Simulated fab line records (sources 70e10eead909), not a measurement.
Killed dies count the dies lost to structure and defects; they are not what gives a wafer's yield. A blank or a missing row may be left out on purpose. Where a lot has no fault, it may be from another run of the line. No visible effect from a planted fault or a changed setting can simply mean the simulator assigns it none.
Which of the tools did it? / flow nandHarc / 6 lots with 18 wafers sampled at 4 steps, on a route of 1159 steps

## WHAT EACH GAUGE READ, for each wafer
NHARC_P_M2_THK_MEAS_24: measures by xrf.
lot=L205; measured=day 8 21:53; on=filmMetro-01; thkNm (nm)=145.3 144.3 145.1
lot=L214; measured=day 9 16:29; on=filmMetro-02; thkNm (nm)=143.5 145.9 145.0
lot=L219; measured=day 10 05:14; on=filmMetro-02; thkNm (nm)=144.3 144.5 144.1
lot=L221; measured=day 10 09:22; on=filmMetro-02; thkNm (nm)=401.0 401.0 400.5
lot=L226; measured=day 11 03:43; on=filmMetro-01; thkNm (nm)=145.0 144.8 144.1
lot=L227; measured=day 11 18:44; on=filmMetro-01; thkNm (nm)=144.3 142.7 145.3

## WHICH TOOL RAN EACH LOT (tool, then ch and the chambers of the sampled wafers, then the start)
lot=L205; NHARC_P_M1_DEP_33=pecvd-04 ch 0,2, day 8 18:13; NHARC_P_M2_ETCH_15=rieDiel-07 ch 0,3, day 8 21:37 or earlier; NHARC_P_M2_CMP_23=cmp-02 ch 0,1,3, day 8 21:37
lot=L214; NHARC_P_M1_DEP_33=pecvd-02 ch 0,1, day 9 12:34; NHARC_P_M2_ETCH_15=rieDiel-06 ch 2,3, day 9 16:10 or earlier; NHARC_P_M2_CMP_23=cmp-04 ch 0,1,3, day 9 16:10
lot=L219; NHARC_P_M1_DEP_33=pecvd-04 ch 0,1, day 10 01:28; NHARC_P_M2_ETCH_15=rieDiel-07 ch 0,1,2, day 10 04:56 or earlier; NHARC_P_M2_CMP_23=cmp-04 ch 0,1,3, day 10 04:56
lot=L221; NHARC_P_M1_DEP_33=pecvd-04 ch 1,2, day 10 05:20; NHARC_P_M2_ETCH_15=rieDiel-06 ch 1,2, day 10 09:02 or earlier; NHARC_P_M2_CMP_23=cmp-04 ch 1,2, day 10 09:02
lot=L226; NHARC_P_M1_DEP_33=pecvd-04 ch 0,1,2, day 10 23:55; NHARC_P_M2_ETCH_15=rieDiel-04 ch 0,2,3, day 11 03:26 or earlier; NHARC_P_M2_CMP_23=cmp-01 ch 0,1, day 11 03:26
lot=L227; NHARC_P_M1_DEP_33=pecvd-02 ch 0,2, day 11 14:37; NHARC_P_M2_ETCH_15=rieDiel-04 ch 0,2,3, day 11 18:26 or earlier; NHARC_P_M2_CMP_23=cmp-02 ch 0,3, day 11 18:26
- NHARC_P_M1_DEP_33: deposits SiCN, target thk 30 nm.
- NHARC_P_M2_ETCH_15: etches the open film in C4F8/Ar, target depth 182.5 nm, time 91.2 s.
- NHARC_P_M2_CMP_23: polishes, t overpolish 20 s, target thk 144.3 nm.

## THE ANSWER, worked out from the rows above alone
Rule: usual is defined by the lots themselves. The widest of any qualifying gaps counts: lots, ordered by their means at a reading, are off when they make up no more than a third of the lots, leave a main group of 4 or more, and stand apart from it by 3 or more times the standard deviation of that group's means. A main group is skipped when, at the precision printed for the reading in the tables above, its means are all equal. A lot without any number at a reading at which 4 lots or more have one is off too. The other lots that the step has rows for count as sound.
Off: L221 (NHARC_P_M2_THK_MEAS_24, thkNm). Mean 144.5 nm and standard deviation 0.3 in the main group.
If a tool, at a process step before that reading, ran all the lots that are off and no sound lot after the first of them, it fits. Gauges at NHARC_P_M2_THK_MEAS_24: tried the same way as those tools. With no start given for some of its lots, NHARC_P_M2_ETCH_15 uses the hours and lot order of NHARC_P_M2_CMP_23. Can't be told from this: 3 tools fit, rieDiel-06 at NHARC_P_M2_ETCH_15, cmp-04 at NHARC_P_M2_CMP_23, filmMetro-02 at NHARC_P_M2_THK_MEAS_24.

## WHAT THE SIMULATOR HAD INSERTED
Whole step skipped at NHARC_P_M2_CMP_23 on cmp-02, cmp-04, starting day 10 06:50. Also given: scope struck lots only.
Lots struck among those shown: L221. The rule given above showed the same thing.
